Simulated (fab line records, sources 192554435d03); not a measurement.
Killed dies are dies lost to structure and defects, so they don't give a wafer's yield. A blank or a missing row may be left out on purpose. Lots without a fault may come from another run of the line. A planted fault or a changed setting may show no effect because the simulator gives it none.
fab line records | flow n5_finfet
record lots=7 wafers=21
route steps=1938 shown WELL_APT@21 PMOS_HMC_CHANNEL_EPI@63 FIN_SAQP@96 FIN_CUT@157 DUMMY_GATE@215
start_h: hours from the record's first day to the start of the lot's first wafer shown | wait_h: hours since the lot's step before | " the same as in the row above | L1.1+2: a row that stands for several wafers | - no value, or no start given | * or withheld: withheld | < > ~ a bound
route shown NAME@n: a module of which the file shows steps, and the number in the route of the first | usual: mean/standard deviation of fault-free wafers | same: alike in all rows | chamber/n: place in a boat | sites: the reading at each site | _std_site: their standard deviation | _edge_site: outer sites' mean less inner sites' | radius_mm: how far each site lies from the wafer's centre | mask NAME#n: copy n | behind: the tool/chamber that last shaped the wafer | hold: why the lot was held/for how many hours/how that ended | device: the transistor (n, p or np) that didn't switch | end of line: the same wafers' tests at the end of the route | a step without rows: its recipe alone | killed: dies lost to structure and defects at the first sort, not the wafer's yield | map: a wafer's dies, x killed, . not, _ none there
set.NAME: the setting as run; set.NAME@STEP: as run at that earlier step | model.NAME: the simulator's own value behind a step, which no gauge read
lots whose settings were changed on purpose; a table a step, a row a wafer
## steps
# step N5_WELL_APT_COAT_02
# recipe spin_rpm=1357 resist_thk_nm=950
# columns lot.wafer tool chamber start_h wait_h set.spin_rpm model.coat_of_WELL_APT_COAT_02.thk_nm
L075.3 litho_track-03 0 - - 1357 944.9
L075.4 " 0 " " 1357 948.4
L075.6 " 0 " " 1357 945.3
L076.3 litho_track-02 0 - - 1357 953.9
L076.5 " 0 " " 1357 955.5
L076.6 " 0 " " 1357 955.1
L080.1 litho_track-03 0 - - 1462 914.1
L080.2 " 0 " " 1462 913.6
L080.3 " 0 " " 1462 912
L081.1 litho_track-02 0 - - 1357 950.1
L081.2 " 0 " " 1357 951.5
L081.4 " 0 " " 1357 947.4
L083.2 litho_track-04 0 - - 1357 953.6
L083.5 " 0 " " 1357 957.6
L083.6 " 0 " " 1302 973.8
L085.4 litho_track-04 0 - - 1357 950.4
L085.5 " 0 " " 1357 950.1
L085.6 " 0 " " 1357 952.2
L092.2 litho_track-03 0 - - 1274 983.9
L092.5 " 0 " " 1357 953.2
L092.6 " 0 " " 1274 984.5
# step N5_PMOS_HMC_CHANNEL_EPI_PEB_07
# recipe peb_temp_c=110 peb_time_s=60 resist=CAR-ArF-block
# columns lot.wafer tool chamber start_h wait_h set.peb_time_s
L075.3+4 litho_track-03 0 23.19 0.0 60
L075.6 " 0 " " 72.79
L076.3 litho_track-03 0 30.60 0.0 60
L076.5+6 " 0 " " 52.46
L080.1+2 litho_track-03 0 52.86 0.1 60
L080.3 " 0 " " 53.93
L081.1+2+4 litho_track-01 0 59.14 0.1 60
L083.2+5+6 litho_track-05 0 74.46 0.0 60
L085.4+6 litho_track-01 0 83.12 0.0 66.65
L085.5 " 0 " " 60
L092.2+5+6 litho_track-01 0 125.12 0.0 60
# step N5_PMOS_HMC_CHANNEL_EPI_DEVELOP_08
# recipe develop_time_s=30 developer=TMAH resist=CAR-ArF-block dev_temp_c=23 rinse_liquid=diw dry=air_spin
# columns lot.wafer tool chamber start_h wait_h set.develop_time_s
L075.3+4+6 litho_track-03 0 - - 30
L076.3+5 litho_track-03 0 - - 30
L076.6 " 0 " " 23.7
L080.1+2+3 litho_track-03 0 - - 30
L081.1+2+4 litho_track-01 0 - - 30
L083.2+5+6 litho_track-05 0 - - 28.09
L085.4 litho_track-01 0 - - 24.24
L085.5+6 " 0 " " 30
L092.2+5+6 litho_track-01 0 - - 24.72
# step N5_PMOS_HMC_CHANNEL_EPI_CD_MEAS_09
# recipe target_cd_nm=237.4 landing_energy_ev=500 detector=se_inlens
# usual cd_nm=236.9/0.91
# columns lot.wafer tool chamber start_h wait_h set.peb_time_s@PMOS_HMC_CHANNEL_EPI_PEB_07 cd_nm
L075.3 cd_sem-02 0 23.26 - 60 236.0
L075.4 " 0 " " 60 237.5
L075.6 " 0 " " 72.79 243.5
L076.3 cd_sem-01 0 30.67 - 60 236.1
L076.5 " 0 " " 52.46 230.4
L076.6 " 0 " " 52.46 228.6
L080.1 cd_sem-02 0 52.93 - 60 236.1
L080.2 " 0 " " 60 235.9
L080.3 " 0 " " 53.93 231.4
L081.1 cd_sem-01 0 59.21 - 60 238.6
L081.2 " 0 " " 60 238.2
L081.4 " 0 " " 60 237.8
L083.2 cd_sem-01 0 74.53 - 60 236.8
L083.5 " 0 " " 60 237.4
L083.6 " 0 " " 60 236.3
L085.4 cd_sem-03 0 83.19 - 66.65 239.7
L085.5 " 0 " " 60 237.3
L085.6 " 0 " " 66.65 240.7
L092.2 cd_sem-02 0 125.19 - 60 235.4
L092.5 " 0 " " 60 237.0
L092.6 " 0 " " 60 235.5
# step N5_PMOS_HMC_CHANNEL_EPI_DESCUM_14
# recipe chemistry=O2 time_s=7.9 source_power_w=50 bias_power_w=20 pressure_mtorr=20 rf_frequency_hz=2.712e+07 temp_c=40 resist=CAR-ArF-block o2_flow_sccm=225
# columns lot.wafer tool chamber start_h wait_h set.peb_time_s@PMOS_HMC_CHANNEL_EPI_PEB_07 model.PMOS_HMC_CHANNEL_EPI.cd_nm
L075.3 rie_diel-01 0 23.35 0.0 60 236
L075.4 " 1 " " 60 237.4
L075.6 " 3 " " 72.79 243.6
L076.3 rie_diel-01 0 30.89 0.2 60 235.6
L076.5 " 2 " " 52.46 230.5
L076.6 " 3 " " 52.46 228.5
L080.1 rie_diel-06 3 53.01 0.0 60 236
L080.2 " 2 " " 60 235.9
L080.3 " 0 " " 53.93 231.4
L081.1 rie_diel-06 3 59.29 0.0 60 238.7
L081.2 " 0 " " 60 238.1
L081.4 " 2 " " 60 237.9
L083.2 rie_diel-02 3 74.62 0.0 60 236.6
L083.5 " 1 " " 60 237.1
L083.6 " 2 " " 60 235.9
L085.4 rie_diel-01 0 83.48 0.2 66.65 239.8
L085.5 " 3 " " 60 237.9
L085.6 " 2 " " 66.65 240.6
L092.2 rie_diel-06 3 125.27 0.0 60 235.3
L092.5 " 3 " " 60 236.7
L092.6 " 2 " " 60 235.6
# step N5_PMOS_HMC_CHANNEL_EPI_ETCH_32
# recipe chemistry=N2/H2 target=BARC stop_on=SiO2 target_depth_a=858 over_etch_frac=0.3 time_s=50.3 ion_energy_ev=200 mask_material=CAR-ArF-block pressure_mtorr=30 source_w=840 bias_w=150 n2_flow_sccm=200 h2_flow_sccm=200
# columns lot.wafer tool chamber start_h wait_h set.peb_time_s@PMOS_HMC_CHANNEL_EPI_PEB_07 model.PMOS_HMC_CHANNEL_EPI.cd_nm
L075.3 rie_diel-01 0 23.39 0.0 60 238.5
L075.4 " 1 " " 60 240.1
L075.6 " 3 " " 72.79 247.1
L076.3 rie_diel-01 0 30.92 0.0 60 238.5
L076.5 " 2 " " 52.46 233.6
L076.6 " 3 " " 52.46 232.1
L080.1 rie_diel-06 3 53.05 0.0 60 239.8
L080.2 " 2 " " 60 238.2
L080.3 " 0 " " 53.93 234.6
L081.1 rie_diel-06 3 59.33 0.0 60 241.9
L081.2 " 0 " " 60 240.5
L081.4 " 2 " " 60 240
L083.2 rie_diel-02 3 74.65 0.0 60 238.6
L083.5 " 1 " " 60 239.2
L083.6 " 2 " " 60 237.6
L085.4 rie_diel-01 0 83.51 0.0 66.65 242.6
L085.5 " 3 " " 60 240.6
L085.6 " 2 " " 66.65 243.5
L092.2 rie_diel-06 3 125.31 0.0 60 238.3
L092.5 " 3 " " 60 239.6
L092.6 " 2 " " 60 237.6
# step N5_FIN_SAQP_HM_DEP_03
# recipe material=SiNx target_thk_a=380 temp_c=400 precursor=SiH4/NH3/N2 pressure_torr=1.5 rf_w=300 time_s=33.6
# columns lot.wafer tool chamber start_h wait_h set.time_s model.SiNx_of_FIN_SAQP_HM_DEP_03.thk_nm
L075.3 pecvd-03 1 27.19 0.1 33.6 37.51
L075.4 " 1 " " 33.6 38.42
L075.6 " 0 " " 29.75 33.71
L076.3 pecvd-03 0 34.25 0.1 33.6 37.37
L076.5 " 2 " " 35 39.48
L076.6 " 1 " " 33.6 38.25
L080.1 pecvd-01 2 56.30 0.2 30.62 34.79
L080.2 " 0 " " 33.6 37.82
L080.3 " 1 " " 33.6 37.6
L081.1 pecvd-01 0 62.59 0.2 33.6 37.47
L081.2 " 1 " " 33.6 37.68
L081.4 " 2 " " 33.6 38.54
L083.2 pecvd-03 0 77.92 0.2 35.68 40.24
L083.5 " 0 " " 35.68 41.08
L083.6 " 2 " " 33.6 38.23
L085.4 pecvd-02 2 87.16 0.1 33.6 38.15
L085.5 " 1 " " 33.6 38.67
L085.6 " 0 " " 33.6 38.24
L092.2 pecvd-01 0 128.68 0.2 37.49 42.33
L092.5 " 0 " " 37.49 43.02
L092.6 " 2 " " 33.6 38.55
# step N5_FIN_SAQP_THK_MEAS_05
# usual thk_nm=38.0/0.46
# columns lot.wafer tool chamber start_h wait_h set.time_s@FIN_SAQP_HM_DEP_03 thk_nm
L075.3 film_metro-02 - 27.28 0.1 33.6 37.5
L075.4 " - " " 33.6 38.4
L075.6 " - " " 29.75 33.7
L076.3 film_metro-02 - 34.34 0.1 33.6 37.3
L076.5 " - " " 35 39.5
L076.6 " - " " 33.6 38.3
L080.1 film_metro-02 - 56.39 0.1 30.62 34.8
L080.2 " - " " 33.6 37.8
L080.3 " - " " 33.6 37.7
L081.1 film_metro-01 - 62.68 0.1 33.6 37.5
L081.2 " - " " 33.6 37.7
L081.4 " - " " 33.6 38.5
L083.2 film_metro-02 - 78.01 0.1 35.68 40.2
L083.5 " - " " 35.68 41.0
L083.6 " - " " 33.6 38.2
L085.4 film_metro-01 - 87.23 0.0 33.6 38.2
L085.5 " - " " 33.6 38.7
L085.6 " - " " 33.6 38.3
L092.2 film_metro-02 - 128.77 0.1 37.49 42.3
L092.5 " - " " 37.49 43.0
L092.6 " - " " 33.6 38.6
# step N5_FIN_SAQP_EXPOSE_13
# recipe mask_id=FIN_CORE na=1.35 source_shape=dipole sigma_inner=0.538 sigma_outer=0.738 polarization=te target_cd_nm=35.6 dose_mj=63.25
# columns lot.wafer tool chamber start_h wait_h mask set.dose_mj
L075.3 arfi_scanner-03 0 27.86 - FIN_CORE#0 59.65
L075.4+6 " 0 " " FIN_CORE#0 63.25
L076.3+5+6 arfi_scanner-02 0 34.92 - FIN_CORE#0 63.25
L080.1+2+3 arfi_scanner-02 0 56.95 - FIN_CORE#0 63.25
L081.1+2+4 arfi_scanner-01 0 63.24 - FIN_CORE#0 63.25
L083.2 arfi_scanner-02 0 78.57 - FIN_CORE#0 61.41
L083.5+6 " 0 " " FIN_CORE#0 63.25
L085.4+5+6 arfi_scanner-01 0 87.68 - FIN_CORE#0 63.25
L092.2 arfi_scanner-02 0 129.21 - FIN_CORE#0 63.25
L092.5+6 " 0 " " FIN_CORE#0 60.09
# step N5_FIN_SAQP_PEB_14
# recipe peb_temp_c=withheld peb_time_s=60 resist=CAR-ArF
# step N5_FIN_SAQP_DEVELOP_15
# recipe develop_time_s=30 developer=TMAH resist=CAR-ArF dev_temp_c=23 rinse_liquid=diw dry=air_spin
# step N5_FIN_SAQP_CD_MEAS_16
# recipe target_cd_nm=35.6 landing_energy_ev=500 detector=se_inlens
# usual cd_nm=35.66/0.25
# columns lot.wafer tool chamber start_h wait_h set.dose_mj@FIN_SAQP_EXPOSE_13 cd_nm
L075.3 cd_sem-01 0 27.98 - 59.65 37.19
L075.4 " 0 " " 63.25 35.78
L075.6 " 0 " " 63.25 35.67
L076.3 cd_sem-02 0 35.04 - 63.25 36.03
L076.5 " 0 " " 63.25 35.30
L076.6 " 0 " " 63.25 35.58
L080.1 cd_sem-03 0 57.08 - 63.25 36.15
L080.2 " 0 " " 63.25 35.36
L080.3 " 0 " " 63.25 35.57
L081.1 cd_sem-03 0 63.37 - 63.25 36.01
L081.2 " 0 " " 63.25 35.95
L081.4 " 0 " " 63.25 36.24
L083.2 cd_sem-01 0 78.70 - 61.41 36.48
L083.5 " 0 " " 63.25 35.52
L083.6 " 0 " " 63.25 35.31
L085.4 cd_sem-01 0 87.80 - 63.25 35.73
L085.5 " 0 " " 63.25 36.26
L085.6 " 0 " " 63.25 35.98
L092.2 cd_sem-02 0 129.34 - 63.25 35.75
L092.5 " 0 " " 60.09 37.42
L092.6 " 0 " " 60.09 37.45
# step N5_FIN_SAQP_MANDREL2_REMOVE_60
# recipe chemistry=HBr/Cl2/O2 bt_time_s=10 target=a-Si stop_on=SiNx endpoint=OES-SiCl over_etch_frac=1 icp_w=600 bias_w=22 HBr_flow_sccm=150 Cl2_flow_sccm=80 O2_flow_sccm=5 pressure_mtorr=10
# step N5_FIN_SAQP_HM_OPEN_33
# recipe chemistry=CH3F/O2 target=SiNx mask_material=SiO2 target_depth_a=494 time_s=70.6 pressure_mtorr=30 source_w=395 bias_w=73 Ar_flow_sccm=150 CH3F_flow_sccm=30 O2_flow_sccm=20 ion_energy_ev=120 ends=cleared
# usual etch_rf_on_time_s=69.0/1.2
# columns lot.wafer tool chamber start_h wait_h set.time_s@FIN_SAQP_HM_DEP_03 etch_rf_on_time_s model.etch.depth_nm
L075.3 rie_diel-05 0 32.29 0.0 33.6 67.4 36.89
L075.4 " 1 " " 33.6 70.0 37.76
L075.6 " 0 " " 29.75 61.0 33.08
L076.3 rie_diel-05 0 40.02 0.0 33.6 68.1 36.7
L076.5 " 3 " " 35 70.7 38.85
L076.6 " 0 " " 33.6 69.7 37.59
L080.1 rie_diel-03 0 60.88 0.0 30.62 63.6 34.16
L080.2 " 2 " " 33.6 67.4 37.2
L080.3 " 1 " " 33.6 67.8 36.94
L081.1 rie_diel-04 1 67.93 0.1 33.6 67.5 36.82
L081.2 " 0 " " 33.6 68.5 37.04
L081.4 " 1 " " 33.6 69.7 37.91
L083.2 rie_diel-04 1 82.51 0.0 35.68 73.5 39.62
L083.5 " 1 " " 35.68 75.0 40.45
L083.6 " 2 " " 33.6 70.3 37.52
L085.4 rie_diel-04 2 92.78 0.0 33.6 70.9 37.5
L085.5 " 2 " " 33.6 71.5 38.05
L085.6 " 3 " " 33.6 69.7 37.61
L092.2 rie_diel-04 2 133.35 0.0 37.49 78.0 41.7
L092.5 " 2 " " 37.49 78.5 42.3
L092.6 " 1 " " 33.6 69.8 37.92
# step N5_FIN_SAQP_ETCH_34
# recipe chemistry=C4F6/O2 target=SiO2 target_depth_a=450 time_s=15 ion_energy_ev=250 pressure_mtorr=30 source_w=345 bias_w=185 Ar_flow_sccm=300 C4F6_flow_sccm=10 O2_flow_sccm=10 ends=cleared
# step N5_FIN_SAQP_STRIP_77
# recipe chemistry=N2/H2 time_s=90 power_w=100 temp_c=40 pressure_mtorr=100 rf_frequency_hz=6e+07 bias_power_w=3 n2_flow_sccm=300 h2_flow_sccm=300
# step N5_FIN_SAQP_ETCH_64
# recipe chemistry=CF4 target=SiO2 target_depth_a=15 ion_energy_ev=350 pressure_mtorr=10 icp_w=800 bias_w=400 cf4_flow_sccm=80
# step N5_FIN_SAQP_FIN_ETCH_36
# recipe chemistry=HBr/Cl2/O2 target_depth_a=1200 mask_material=SiNx time_s=50.4 bias_w=102 pressure_mtorr=10 icp_w=800 HBr_flow_sccm=150 Cl2_flow_sccm=80 O2_flow_sccm=12
# columns lot.wafer tool chamber start_h wait_h set.time_s@FIN_SAQP_HM_DEP_03 model.SiNx_of_FIN_SAQP_HM_DEP_03.thk_nm
L075.3 rie_si-06 2 32.58 0.0 33.6 20.6
L075.4 " 3 " " 33.6 21.6
L075.6 " 3 " " 29.75 17
L076.3 rie_si-06 1 40.30 0.0 33.6 20.6
L076.5 " 3 " " 35 22.6
L076.6 " 0 " " 33.6 21.8
L080.1 rie_si-01 0 61.17 0.0 30.62 18
L080.2 " 1 " " 33.6 20.8
L080.3 " 2 " " 33.6 20.6
L081.1 rie_si-01 1 68.22 0.0 33.6 20.2
L081.2 " 2 " " 33.6 20.6
L081.4 " 3 " " 33.6 21.8
L083.2 rie_si-01 3 82.79 0.0 35.68 23.6
L083.5 " 1 " " 35.68 23.8
L083.6 " 2 " " 33.6 21
L085.4 rie_si-02 2 93.06 0.0 33.6 21
L085.5 " 2 " " 33.6 21.6
L085.6 " 1 " " 33.6 21.2
L092.2 rie_si-02 3 133.63 0.0 37.49 25.4
L092.5 " 0 " " 37.49 26
L092.6 " 1 " " 33.6 21.6
# step N5_FIN_CUT_COAT_02
# recipe resist=CAR-EUV spin_rpm=1500 resist_thk_nm=30
# columns lot.wafer tool chamber start_h wait_h set.spin_rpm model.CAR-EUV_of_FIN_CUT_COAT_02.thk_nm
L075.3+4 litho_track-02 0 - - 1412 30.8
L075.6 " 0 " " 1500 30
L076.3 litho_track-03 0 - - 1500 30.2
L076.5+6 " 0 " " 1500 30
L080.1+2 litho_track-05 0 - - 1646 28.6
L080.3 " 0 " " 1500 30
L081.1+2+4 litho_track-02 0 - - 1500 30
L083.2 litho_track-02 0 - - 1578 29.2
L083.5+6 " 0 " " 1500 30
L085.4 litho_track-05 0 - - 1406 31
L085.5+6 " 0 " " 1500 30
L092.2 litho_track-05 0 - - 1622 28.8
L092.5 " 0 " " 1500 30.2
L092.6 " 0 " " 1622 29
# step N5_FIN_CUT_EBR_04
# recipe solvent=PGMEA ebr_width_mm=1.5
# step N5_FIN_CUT_SOFTBAKE_03
# recipe temp_c=110 time_s=60 resist=CAR-EUV
# step N5_FIN_CUT_EXPOSE_05
# recipe mask_id=FIN_CUT na=0.33 source_shape=annular sigma_inner=0.35 sigma_outer=0.8 polarization=unpolarized dose_mj=45.75
# step N5_FIN_CUT_PEB_06
# recipe peb_temp_c=100 peb_time_s=60 resist=CAR-EUV
# step N5_FIN_CUT_DEVELOP_07
# recipe develop_time_s=30 developer=TMAH resist=CAR-EUV rinse_liquid=surfactant_rinse dry=air_spin dev_temp_c=23
# columns lot.wafer tool chamber start_h wait_h set.spin_rpm@FIN_CUT_COAT_02 model.CAR-EUV_of_FIN_CUT_COAT_02.thk_nm
L075.3+4 litho_track-05 0 - - 1412 30.4
L075.6 " 0 " " 1500 29.6
L076.3+5+6 litho_track-05 0 - - 1500 29.6
L080.1+2 litho_track-05 0 - - 1646 28.2
L080.3 " 0 " " 1500 29.6
L081.1+2+4 litho_track-05 0 - - 1500 29.6
L083.2 litho_track-05 0 - - 1578 28.8
L083.5 " 0 " " 1500 29.4
L083.6 " 0 " " 1500 29.6
L085.4 litho_track-05 0 - - 1406 30.6
L085.5+6 " 0 " " 1500 29.6
L092.2+6 litho_track-03 0 - - 1622 28.4
L092.5 " 0 " " 1500 29.6
# step N5_FIN_CUT_DESCUM_13
# recipe chemistry=O2 time_s=7 source_power_w=50 bias_power_w=20 pressure_mtorr=20 rf_frequency_hz=2.712e+07 temp_c=40 resist=CAR-EUV o2_flow_sccm=225
# columns lot.wafer tool chamber start_h wait_h set.spin_rpm@FIN_CUT_COAT_02 model.CAR-EUV_of_FIN_CUT_COAT_02.thk_nm
L075.3+4 rie_diel-01 1,0 33.81 0.5 1412 27
L075.6 " 2 " " 1500 26
L076.3 rie_diel-02 2 41.10 0.0 1500 26.2
L076.5+6 " 0,1 " " 1500 26
L080.1+2 rie_diel-01 2,1 61.97 0.0 1646 24.6
L080.3 " 3 " " 1500 26.2
L081.1+2+4 rie_diel-02 0,2,1 68.89 0.0 1500 26
L083.2 rie_diel-06 3 83.64 0.2 1578 25.4
L083.5+6 " 2,3 " " 1500 26
L085.4 rie_diel-02 3 93.90 0.2 1406 27
L085.5 " 1 " " 1500 26
L085.6 " 2 " " 1500 26.2
L092.2 rie_diel-01 2 134.68 0.4 1622 24.8
L092.5 " 1 " " 1500 26.2
L092.6 " 2 " " 1622 25
# step N5_DUMMY_GATE_CVD_03
# recipe material=a-Si target_thk_a=1500 temp_c=530 precursor=SiH4 time_s=8042
# columns lot.wafer tool chamber start_h wait_h set.temp_c model.a-Si_of_DUMMY_GATE_CVD_03.thk_nm
L075.3 - - - 0.1 530 148.2
L075.4 " - " " 530 149.4
L075.6 " - " " 530 150.8
L076.3+5 - - - 0.1 520.2 113.2
L076.6 " - " " 520.2 112.6
L080.1 - - - 0.1 547.8 244.8
L080.2 " - " " 547.8 243
L080.3 " - " " 547.8 243.2
L081.1 lpcvd-02 0/90 78.76 0.1 530 148.6
L081.2 " 0/95 " " 530 148.4
L081.4 " 0/104 " " 530 150
L083.2+6 - - - 0.1 516.7 100.6
L083.5 " - " " 516.7 100
L085.4 - - - 0.1 553.2 281.2
L085.5 " - " " 553.2 281
L085.6 " - " " 553.2 281.6
L092.2+6 - - - 0.1 540.4 199.6
L092.5 " - " " 540.4 200.4
# step N5_DUMMY_GATE_PRECLEAN_46
# recipe chemistry=DIW time_s=89.5 temp_c=23
# step N5_DUMMY_GATE_SRD_47
# recipe dry_time_s=32 dry=n2_spin spin_rpm=1500
# step N5_DUMMY_GATE_CMP_04
# recipe material=a-Si post_cmp_clean=alkaline_brush
# usual time_to_endpoint_s=13.8/2
# columns lot.wafer tool chamber start_h wait_h set.temp_c@DUMMY_GATE_CVD_03 time_to_endpoint_s
L075.3 cmp-02 2 50.01 0.1 530 13.3
L075.4 " 0 " " 530 17.2
L075.6 " 1 " " 530 12.9
L076.3 cmp-02 0 55.74 0.1 520.2 7.2
L076.6 " 3 " " 520.2 8.5
L076.5 " 0 " " 520.2 7.1
L080.3 cmp-02 0 76.79 0.0 547.8 30.1
L080.2 " 1 " " 547.8 29.0
L080.1 " 3 " " 547.8 32.1
L081.4 cmp-03 0 82.54 0.1 530 14.3
L081.2 " 1 " " 530 16.1
L081.1 " 2 " " 530 15.2
L083.2 cmp-03 1 98.53 0.1 516.7 7.0
L083.6 " 0 " " 516.7 9.1
L083.5 " 1 " " 516.7 8.5
L085.4 cmp-02 3 108.18 0.1 553.2 38.6
L085.6 " 1 " " 553.2 37.5
L085.5 " 2 " " 553.2 35.9
L092.2 cmp-02 1 149.01 0.2 540.4 21.6
L092.5 " 0 " " 540.4 22.0
L092.6 " 1 " " 540.4 21.4
## key
split step=N5_WELL_APT_COAT_02 setting=spin_rpm stated=1357 by=wafer
response step=N5_WELL_APT_COAT_02 reading=model.coat_of_WELL_APT_COAT_02.thk_nm change=-4.89 per=1% r=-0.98
split step=N5_PMOS_HMC_CHANNEL_EPI_PEB_07 setting=peb_time_s stated=60 by=wafer
response step=N5_PMOS_HMC_CHANNEL_EPI_CD_MEAS_09 reading=cd_nm change=+0.363 per=1% r=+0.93
response step=N5_PMOS_HMC_CHANNEL_EPI_DESCUM_14 reading=model.PMOS_HMC_CHANNEL_EPI.cd_nm change=+0.353 per=1% r=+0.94
response step=N5_PMOS_HMC_CHANNEL_EPI_ETCH_32 reading=model.PMOS_HMC_CHANNEL_EPI.cd_nm change=+0.368 per=1% r=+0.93
split step=N5_PMOS_HMC_CHANNEL_EPI_DEVELOP_08 setting=develop_time_s stated=30 by=wafer
response none clear
split step=N5_FIN_SAQP_HM_DEP_03 setting=time_s stated=33.6 by=wafer
response step=N5_FIN_SAQP_HM_DEP_03 reading=model.SiNx_of_FIN_SAQP_HM_DEP_03.thk_nm change=+0.362 per=1% r=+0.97
response step=N5_FIN_SAQP_THK_MEAS_05 reading=thk_nm change=* per=1% r=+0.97
response step=N5_FIN_SAQP_HM_OPEN_33 reading=etch_rf_on_time_s change=* per=1% r=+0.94
response step=N5_FIN_SAQP_HM_OPEN_33 reading=model.etch.depth_nm change=+0.361 per=1% r=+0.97
response step=N5_FIN_SAQP_FIN_ETCH_36 reading=model.SiNx_of_FIN_SAQP_HM_DEP_03.thk_nm change=+0.353 per=1% r=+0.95
split step=N5_FIN_SAQP_EXPOSE_13 setting=dose_mj stated=63.25 by=wafer
response step=N5_FIN_SAQP_CD_MEAS_16 reading=cd_nm change=-0.301 per=1% r=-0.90
split step=N5_FIN_CUT_COAT_02 setting=spin_rpm stated=1500 by=wafer
response step=N5_FIN_CUT_COAT_02 reading=model.CAR-EUV_of_FIN_CUT_COAT_02.thk_nm change=-0.15 per=1% r=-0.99
response step=N5_FIN_CUT_DEVELOP_07 reading=model.CAR-EUV_of_FIN_CUT_COAT_02.thk_nm change=-0.145 per=1% r=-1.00
response step=N5_FIN_CUT_DESCUM_13 reading=model.CAR-EUV_of_FIN_CUT_COAT_02.thk_nm change=-0.156 per=1% r=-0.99
split step=N5_DUMMY_GATE_CVD_03 setting=temp_c stated=530 by=lot
response step=N5_DUMMY_GATE_CVD_03 reading=model.a-Si_of_DUMMY_GATE_CVD_03.thk_nm change=+26 per=1% r=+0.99
response step=N5_DUMMY_GATE_CMP_04 reading=time_to_endpoint_s change=* per=1% r=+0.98
